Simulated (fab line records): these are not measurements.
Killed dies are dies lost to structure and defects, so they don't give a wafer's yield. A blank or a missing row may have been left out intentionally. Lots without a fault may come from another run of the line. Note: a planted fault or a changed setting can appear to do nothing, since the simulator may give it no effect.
What tool caused it? | flow n5_finfet | Sampling: 9 lots, 27 wafers, 6 of 1938 route steps

WHAT THE GAUGES SHOWED, per wafer
N5_STI_FIN_REVEAL_INSPECT_13: inspects for defects (darkfield). Usual: raw_defect_count reads 11 (standard deviation 5).
lot  | measured    | on                | raw_defect_count | flag
L978 | day 2 13:22 | defect_inspect-02 | 12 17 10         |
L983 | day 3 20:29 | defect_inspect-01 | 10 13 18         |
L984 | day 4 01:27 | defect_inspect-01 | 8 29 3           |
L985 | day 4 09:26 | defect_inspect-01 | 19 10 19         |
L986 | day 4 15:11 | defect_inspect-01 | 12 8 8           |
L987 | day 4 22:51 | defect_inspect-02 | 11 6 9           |
L999 | day 7 18:24 | defect_inspect-02 | 6 4 11           |
L100 | day 8 00:14 | defect_inspect-01 | 19 6 8           |
L101 | day 8 06:46 | defect_inspect-01 | 12 6 12          |

N5_BEOL_M4_RC_MEAS_101. Usual: DIBL_N 36.9 mV/V, standard deviation 1.7; DIBL_P 36.7 mV/V, standard deviation 2.1; IOFF_N 0.17 nA/um, standard deviation 0.032; IOFF_P 0.22 nA/um, standard deviation 0.036; ION_N 674 uA/um, standard deviation 12; ION_P 461 uA/um, standard deviation 7; SS_N 71.7 mV/dec, standard deviation 0.6; SS_P 73.4 mV/dec, standard deviation 0.67; VT_N 249 mV, standard deviation 3.1; VT_P -250 mV, standard deviation 3.2.
lot  | measured     | on        | DIBL_N (mV/V)  | DIBL_P (mV/V)  | IOFF_N (nA/um) | IOFF_P (nA/um) | ION_N (uA/um) | ION_P (uA/um) | SS_N (mV/dec)  | SS_P (mV/dec)  | VT_N (mV)   | VT_P (mV)      | flag
L978 | day 8 01:31  | prober-01 | 35.5 36.4 35.7 | 35.5 36.6 34.9 | 0.14 0.15 0.14 | 0.18 0.20 0.18 | 657 674 666   | 448 464 456   | 71.7 71.3 70.9 | 72.8 73.2 73.1 | 253 254 250 | -254 -251 -251 |
L983 | day 9 05:38  | prober-02 | 38.0 35.7 37.3 | 40.4 36.3 39.3 | 0.20 0.16 0.18 | 0.27 0.20 0.26 | 687 670 671   | 469 464 463   | 72.1 71.7 72.3 | 73.6 72.8 73.7 | 244 248 248 | -246 -251 -248 |
L984 | day 9 04:58  | prober-01 | 38.8 36.9 37.5 | 41.7 38.2 38.4 | 0.23 0.18 0.19 | 0.27 0.21 0.21 | 694 676 683   | 468 452 456   | 72.2 71.8 71.6 | 74.3 73.9 74.3 | 245 250 248 | -251 -252 -254 |
L985 | day 9 08:10  | prober-01 | 36.3 35.7 37.0 | 36.9 35.5 37.6 | 0.17 0.14 0.17 | 0.23 0.21 0.25 | 685 662 676   | 471 460 467   | 71.0 71.5 71.1 | 73.6 73.7 72.9 | 245 250 248 | -246 -250 -246 |
L986 | day 9 20:14  | prober-01 | 37.3 37.0 39.7 | 36.5 36.0 37.1 | 0.18 0.16 0.23 | 0.22 0.20 0.23 | 679 680 675   | 461 460 452   | 71.7 71.1 72.8 | 73.2 72.8 73.7 | 246 250 244 | -251 -249 -251 |
L987 | day 10 05:55 | prober-01 | 34.8 34.6 35.2 | 34.7 34.8 35.8 | 0.15 0.13 0.15 | 0.20 0.21 0.23 | 662 657 673   | 461 454 464   | 71.6 70.7 71.5 | 72.5 71.8 72.8 | 251 253 251 | -249 -252 -249 |
L999 | day 13 05:11 | prober-02 | 35.5 32.0 35.6 | 34.9 30.8 34.9 | 0.14 0.10 0.14 | 0.19 0.14 0.20 | 673 651 667   | 462 452 462   | 72.0 69.8 71.3 | 73.8 72.5 73.7 | 254 255 255 | -250 -255 -251 |
L100 | day 13 07:12 | prober-02 | 37.5 38.9 35.0 | 38.7 40.3 35.1 | 0.20 0.23 0.14 | 0.28 0.30 0.22 | 681 696 660   | 473 471 468   | 72.4 72.0 71.2 | 74.4 74.2 73.2 | 244 245 251 | -247 -243 -249 |
L101 | day 14 00:20 | prober-01 | 39.1 37.7 39.5 | 38.5 37.1 39.5 | 0.18 0.16 0.19 | 0.23 0.22 0.26 | 663 659 681   | 460 458 467   | 71.9 72.1 72.8 | 74.1 73.7 73.8 | 251 252 251 | -249 -248 -247 |

WHAT TOOL EACH LOT RAN ON (gives the tool, then ch and the chambers of the sampled wafers, and finally the start)
lot  | N5_STI_FIN_REVEAL_ALD_14         | N5_STI_FIN_REVEAL_OXIDATION_33      | N5_DUMMY_GATE_CVD_03                     | N5_DUMMY_GATE_CMP_04
L978 | ald_sin-03 ch 1,2,3, day 2 04:32 | plasma_asher-01 ch 0,1, day 2 13:04 | lpcvd-01 ch 1/40,1/45,1/50, day 2 13:34  | cmp-02 ch 0,1,3, day 2 17:19
L983 | ald_sin-03 ch 1,2,3, day 3 11:44 | plasma_asher-02 ch 0,1, day 3 20:14 | lpcvd-01 ch 1/25,1/29,1/39, day 3 20:41  | cmp-03 ch 0,2,3, day 4 00:28
L984 | ald_sin-04 ch 1,3, day 3 16:36   | plasma_asher-02 ch 0,1, day 4 01:10 | lpcvd-01 ch 0/65,0/79,0/89, day 4 01:51  | cmp-02 ch 0,2,3, day 4 05:39
L985 | ald_sin-03 ch 0,3, day 4 00:37   | plasma_asher-02 ch 0,1, day 4 09:08 | lpcvd-01 ch 0/109,0/90,0/95, day 4 09:38 | cmp-03 ch 1,2,3, day 4 13:22
L986 | ald_sin-03 ch 0,1,2, day 4 06:25 | plasma_asher-02 ch 0,1, day 4 14:54 | lpcvd-01 ch 1/15,1/29,1/34, day 4 19:16  | cmp-02 ch 0,2,3, day 4 23:01
L987 | ald_sin-04 ch 1,2, day 4 14:00   | plasma_asher-01 ch 0,1, day 4 22:34 | lpcvd-01 ch 1/109,1/90,1/95, day 5 02:35 | cmp-01 ch 1,2, day 5 06:19
L999 | ald_sin-03 ch 0,1,2, day 7 09:46 | plasma_asher-02 ch 0,1, day 7 18:07 | lpcvd-01 ch 1/70,1/79,1/84, day 7 18:35  | cmp-02 ch 1,2,3, day 8 00:09
L100 | ald_sin-03 ch 0,1,3, day 7 15:31 | plasma_asher-02 ch 0,1, day 7 23:57 | lpcvd-01 ch 0/40,0/45,0/54, day 8 00:26  | cmp-03 ch 0,1,3, day 8 04:11
L101 | ald_sin-04 ch 0,2,3, day 7 21:44 | plasma_asher-01 ch 0,1, day 8 06:30 | lpcvd-02 ch 1/29,1/34,1/39, day 8 06:58  | cmp-01 ch 0,3, day 8 10:44
- N5_STI_FIN_REVEAL_ALD_14: deposits Si3N4, target thk 3 nm.
- N5_STI_FIN_REVEAL_OXIDATION_33: chemistry O2 PLASMA REMOTE, time 20 s.
- N5_DUMMY_GATE_CVD_03: deposits a-Si from SiH4, target thk 150 nm, time 8042 s.
- N5_DUMMY_GATE_CMP_04: polishes a-Si.

AS READ BY THE TOOLS THEMSELVES (means over the sampled wafers that have a number; for cases with no such wafer, the mark the record gives instead)
N5_STI_FIN_REVEAL_ALD_14. Usual: heater_power_outer_w 521 W, standard deviation 50; heater_power_w 861 W, standard deviation 78.
lot  | tool       | heater_power_outer_w (W) | heater_power_w (W) | flag
L978 | ald_sin-03 | 540                      | 882                |
L983 | ald_sin-03 | 540                      | 894                |
L984 | ald_sin-04 | 511                      | 822                |
L985 | ald_sin-03 | 554                      | 913                |
L986 | ald_sin-03 | 538                      | 907                |
L987 | ald_sin-04 | 485                      | 807                |
L999 | ald_sin-03 | 546                      | 929                |
L100 | ald_sin-03 | 558                      | 907                |
L101 | ald_sin-04 | 472                      | 793                |

N5_STI_FIN_REVEAL_OXIDATION_33. Usual: drypump_motor_current_A 5.76 A, standard deviation 0.24; heater_power_w 146 W, standard deviation 13; o2_flow_sccm 2999 sccm, standard deviation 9.3.
lot  | tool            | drypump_motor_current_A (A) | heater_power_w (W) | o2_flow_sccm (sccm) | flag
L978 | plasma_asher-01 | 5.46                        | 163                | 3009                |
L983 | plasma_asher-02 | 5.90                        | 137                | 3008                |
L984 | plasma_asher-02 | 5.88                        | 137                | 2996                |
L985 | plasma_asher-02 | 5.83                        | 135                | 2993                |
L986 | plasma_asher-02 | 5.89                        | 137                | 2996                |
L987 | plasma_asher-01 | 5.49                        | 164                | 2993                |
L999 | plasma_asher-02 | 5.90                        | 138                | 2999                |
L100 | plasma_asher-02 | 5.88                        | 138                | 2997                |
L101 | plasma_asher-01 | 5.70                        | 157                | 3000                |

N5_DUMMY_GATE_CVD_03. Usual: spike_tc_bottom_C is 549.8 C with standard deviation 1.4, spike_tc_centre_C is 531.5 C with standard deviation 0.37, spike_tc_lower_C is 529.7 C with standard deviation 1.1, spike_tc_top_C is 552.3 C with standard deviation 2, spike_tc_upper_C is 530.5 C with standard deviation 0.67, susceptor_temp_C is 529.97 C with standard deviation 0.19, and zone_power_bottom_pct is 10.72 % with standard deviation 0.21.
lot  | tool     | spike_tc_bottom_C (C) | spike_tc_centre_C (C) | spike_tc_lower_C (C) | spike_tc_top_C (C) | spike_tc_upper_C (C) | susceptor_temp_C (C) | zone_power_bottom_pct (%) | flag
L978 | lpcvd-01 | 548.6                 | 531.0                 | 529.4                | 551.3              | 531.1                | 530.15               | 10.78                     |
L983 | lpcvd-01 | 549.3                 | 531.9                 | 529.2                | 551.8              | 531.7                | 529.88               | 10.87                     |
L984 | lpcvd-01 | 549.2                 | 531.5                 | 528.3                | 554.5              | 529.4                | 529.90               | 10.88                     |
L985 | lpcvd-01 | 549.2                 | 532.1                 | 528.5                | 554.5              | 530.1                | 530.05               | 10.87                     |
L986 | lpcvd-01 | 562.0                 | 544.6                 | 542.7                | 564.0              | 544.0                | 543.09               | 11.28                     | OFF
L987 | lpcvd-01 | 561.9                 | 544.8                 | 542.4                | 563.7              | 544.4                | 543.09               | 11.36                     | OFF
L999 | lpcvd-01 | 549.7                 | 530.5                 | 529.9                | 552.0              | 531.0                | 529.88               | 10.82                     |
L100 | lpcvd-01 | 548.8                 | 531.8                 | 528.4                | 554.3              | 529.6                | 529.93               | 10.92                     |
L101 | lpcvd-02 | 550.4                 | 532.2                 | 531.9                | 549.4              | 529.9                | 529.77               | 10.60                     |

N5_DUMMY_GATE_CMP_04. Usual: motor_current_A 10.5 A, standard deviation 1.1; retaining_ring_pressure_frac 1.000, standard deviation 0.0052; time_to_endpoint_s 13.3 s, standard deviation 2.6.
lot  | tool   | motor_current_A (A) | retaining_ring_pressure_frac | time_to_endpoint_s (s) | flag
L978 | cmp-02 | 10.3                | 0.997                        | 12.9                   |
L983 | cmp-03 | 10.7                | 1.003                        | 13.7                   |
L984 | cmp-02 | 11.0                | 0.999                        | 11.6                   |
L985 | cmp-03 | 12.1                | 1.000                        | 15.1                   |
L986 | cmp-02 | 10.7                | 1.002                        | 21.9                   | OFF
L987 | cmp-01 | 9.5                 | 1.001                        | 27.0                   | OFF
L999 | cmp-02 | 10.3                | 0.995                        | 10.5                   |
L100 | cmp-03 | 10.7                | 1.005                        | 13.1                   |
L101 | cmp-01 | 9.3                 | 0.996                        | 13.2                   |

THE ANSWER, worked out from the rows above alone
Rule: a lot counts as off when the mean over its wafers that have a number is more than 3 standard deviations away from the usual mean. A lot without any number at a reading at which 4 lots or more have one is off too. The other lots that the step has rows for count as sound. First the gauges in route order, then the tools' own readings, where a lot's mean is used as printed above. The first step at which some lot is off is used, and at that step the reading that is off furthest; a lot without a number counts as furthest.
Off: L986, L987, at N5_DUMMY_GATE_CVD_03 (susceptor_temp_C).
A tool fits if, at that step or a process step before it, it ran every lot that is off, and no sound lot after the first of them. Of those tried, none fits.

WHAT THE SIMULATOR HAD INSERTED
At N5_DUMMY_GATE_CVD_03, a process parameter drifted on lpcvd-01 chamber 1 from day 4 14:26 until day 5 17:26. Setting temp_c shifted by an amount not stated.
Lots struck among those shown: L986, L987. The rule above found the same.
